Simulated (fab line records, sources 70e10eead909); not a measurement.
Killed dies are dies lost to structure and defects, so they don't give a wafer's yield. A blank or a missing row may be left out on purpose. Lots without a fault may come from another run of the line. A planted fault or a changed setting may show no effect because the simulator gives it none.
What tool caused it? | flow nand_harc | 14 lots with 42 wafers sampled at 5 steps, on a route of 1302 steps

WHAT THE GAUGES SHOWED, per wafer
NHARC_A_ONON_D1_THK_MEAS_08: measures by ellipsometry. Usual: thk_nm 1001 nm, standard deviation 8.9.
lot  | measured     | on            | thk_nm (nm)    | flag
L276 | day 7 22:38  | film_metro-02 | 998 997 998    |
L279 | day 8 18:50  | film_metro-01 | 1011 1009 1008 |
L278 | day 8 18:58  | film_metro-01 | 1007 1006 1008 |
L280 | day 9 13:22  | film_metro-01 | 994 993 993    |
L281 | day 10 09:57 | film_metro-01 | 997 1000 1000  |
L283 | day 10 21:59 | film_metro-01 | 1016 1015 1015 |
L284 | day 11 08:26 | film_metro-02 | 1015 1012 1015 |
L285 | day 11 16:06 | film_metro-01 | 985 985 983    |
L287 | day 12 00:46 | film_metro-02 | 1000 997 999   |
L286 | day 12 00:46 | film_metro-01 | 1004 1005 1005 |
L289 | day 13 04:23 | film_metro-01 | 1008 1011 1009 |
L293 | day 15 08:29 | film_metro-01 | 1002 1001 1001 |
L296 | day 16 02:45 | film_metro-01 | 988 988 990    |
L297 | day 16 19:23 | film_metro-01 | 996 996 997    |

NHARC_A_ONON_D1_THK_MEAS_14: measures by ellipsometry. Usual: thk_nm 996 nm, standard deviation 11.
lot  | measured     | on            | thk_nm (nm)    | flag
L276 | day 7 23:46  | film_metro-01 | 1002 1001 1000 |
L279 | day 8 19:58  | film_metro-02 | 981 980 981    |
L278 | day 8 20:07  | film_metro-02 | 1006 1005 1006 |
L280 | day 9 14:29  | film_metro-02 | 989 990 989    |
L281 | day 10 11:07 | film_metro-01 | 997 997 994    |
L283 | day 10 23:08 | film_metro-02 | 992 991 991    |
L284 | day 11 09:35 | film_metro-02 | 1005 1004 1004 |
L285 | day 11 17:14 | film_metro-02 | 988 988 989    |
L287 | day 12 01:53 | film_metro-01 | 1009 1009 1009 |
L286 | day 12 01:55 | film_metro-02 | 979 983 979    |
L289 | day 13 05:31 | film_metro-02 | 992 992 993    |
L293 | day 15 09:37 | film_metro-02 | 1013 1012 1011 |
L296 | day 16 03:53 | film_metro-01 | 968 970 967    |
L297 | day 16 20:32 | film_metro-01 | 1012 1011 1012 |

NHARC_A_ONON_D1_THK_MEAS_21: measures by ellipsometry. Usual: thk_nm 1001 nm, standard deviation 9.5.
lot  | measured     | on            | thk_nm (nm)    | flag
L276 | day 8 10:14  | film_metro-02 | 991 993 993    |
L279 | day 9 04:19  | film_metro-01 | 1006 1002 1004 |
L278 | day 9 04:19  | film_metro-02 | 993 994 995    |
L280 | day 9 22:50  | film_metro-02 | 989 989 989    |
L281 | day 10 19:27 | film_metro-02 | 989 990 990    |
L283 | day 11 07:47 | film_metro-02 | 994 994 995    |
L284 | day 11 19:29 | film_metro-02 | 999 998 998    |
L285 | day 12 01:38 | film_metro-02 | 1017 1017 1017 |
L287 | day 12 10:28 | film_metro-02 | 1014 1014 1012 |
L286 | day 12 10:28 | film_metro-01 | 1012 1011 1010 |
L289 | day 13 13:41 | film_metro-01 | 992 992 991    |
L293 | day 15 22:00 | film_metro-02 | 998 996 996    |
L296 | day 16 12:11 | film_metro-02 | 1002 1001 1000 |
L297 | day 17 06:18 | film_metro-02 | 986 988 988    |

NHARC_A_ONON_D1_THK_MEAS_24: measures by ellipsometry. Usual: thk_nm 1002 nm, standard deviation 9.3.
lot  | measured     | on            | thk_nm (nm)    | flag
L276 | day 8 10:49  | film_metro-02 | 993 994 994    |
L279 | day 9 04:53  | film_metro-02 | 1012 1009 1010 |
L278 | day 9 04:53  | film_metro-01 | 1001 1000 1001 |
L280 | day 9 23:24  | film_metro-01 | 1008 1006 1006 |
L281 | day 10 20:01 | film_metro-02 | 997 995 995    |
L283 | day 11 08:22 | film_metro-02 | 981 982 982    |
L284 | day 11 20:03 | film_metro-01 | 999 1001 1000  |
L285 | day 12 02:11 | film_metro-01 | 990 991 989    |
L287 | day 12 11:02 | film_metro-02 | 1008 1006 1007 |
L286 | day 12 11:02 | film_metro-01 | 987 988 988    |
L289 | day 13 14:15 | film_metro-01 | 1007 1005 1006 |
L293 | day 15 22:34 | film_metro-02 | 1195 1196 1014 | OFF
L296 | day 16 12:46 | film_metro-01 | 993 1174 1173  | OFF
L297 | day 17 06:52 | film_metro-02 | 1004 1004 1003 |

WHAT TOOL EACH LOT RAN ON (gives the tool, then ch and the chambers of the sampled wafers, and finally the start)
lot  | NHARC_A_ONON_D1_DEP_22
L276 | pecvd_onon-02 ch 0, day 8 10:21
L279 | pecvd_onon-04 ch 0, day 9 04:23
L278 | pecvd_onon-01 ch 0, day 9 04:26
L280 | pecvd_onon-01 ch 0, day 9 22:56
L281 | pecvd_onon-01 ch 0, day 10 19:37
L283 | pecvd_onon-01 ch 0, day 11 07:54
L284 | pecvd_onon-02 ch 0, day 11 19:36
L285 | pecvd_onon-02 ch 0, day 12 01:41
L287 | pecvd_onon-04 ch 0, day 12 10:38
L286 | pecvd_onon-02 ch 0, day 12 10:31
L289 | pecvd_onon-04 ch 0, day 13 13:44
L293 | pecvd_onon-01 ch 0, day 15 22:07
L296 | pecvd_onon-01 ch 0, day 16 12:15
L297 | pecvd_onon-04 ch 0, day 17 06:22
- NHARC_A_ONON_D1_DEP_22: target thk 1000 nm.

AS READ BY THE TOOLS THEMSELVES (means over the sampled wafers that have a number; for cases with no such wafer, the mark the record gives instead)
NHARC_A_ONON_D1_DEP_22. Usual: sih4_flow_sccm 210.1 sccm, standard deviation 0.66; susceptor_temp_C 400.03 C, standard deviation 0.25.
lot  | tool          | sih4_flow_sccm (sccm) | susceptor_temp_C (C) | flag
L276 | pecvd_onon-02 | 210.8                 | 399.92               |
L279 | pecvd_onon-04 | 209.8                 | 400.34               |
L278 | pecvd_onon-01 | 209.3                 | 400.08               |
L280 | pecvd_onon-01 | 209.6                 | 400.14               |
L281 | pecvd_onon-01 | 210.4                 | 400.25               |
L283 | pecvd_onon-01 | 210.5                 | 399.69               |
L284 | pecvd_onon-02 | 210.8                 | 399.93               |
L285 | pecvd_onon-02 | 210.0                 | 400.00               |
L287 | pecvd_onon-04 | 210.3                 | 400.10               |
L286 | pecvd_onon-02 | 210.1                 | 400.04               |
L289 | pecvd_onon-04 | 209.5                 | 400.33               |
L293 | pecvd_onon-01 | 210.7                 | 399.61               |
L296 | pecvd_onon-01 | 210.0                 | 399.77               |
L297 | pecvd_onon-04 | 210.8                 | 400.05               |

THE ANSWER, worked out from the rows above alone
Rule: a lot counts as off when the mean over its wafers that have a number is more than 3 standard deviations away from the usual mean. Also off: a lot with no number at a reading for which 4 or more lots have one. All remaining lots with rows at the step are treated as sound. The gauges are gone through in route order, then the tools' own readings, and for those a lot's mean is taken as printed above. At the first step where some lot is off, the reading lying furthest off is the one used; lots without a number count as furthest.
Off: L293, L296 (NHARC_A_ONON_D1_THK_MEAS_24, thk_nm).
A tool fits if, at a process step before that reading, it ran every lot that is off, and no sound lot after the first of them. Those tools and the gauges at NHARC_A_ONON_D1_THK_MEAS_24 are tried in the same way. One fits: pecvd_onon-01 at NHARC_A_ONON_D1_DEP_22. A fault onset in the window from L283 (day 11 07:54, its last sound lot) to L293 (day 15 22:07, its first lot off) fits.

WHAT HAD BEEN PUT IN BY THE SIMULATOR
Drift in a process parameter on pecvd_onon-01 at NHARC_A_ONON_D1_DEP_22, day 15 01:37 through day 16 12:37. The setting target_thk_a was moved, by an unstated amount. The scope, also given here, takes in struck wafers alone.
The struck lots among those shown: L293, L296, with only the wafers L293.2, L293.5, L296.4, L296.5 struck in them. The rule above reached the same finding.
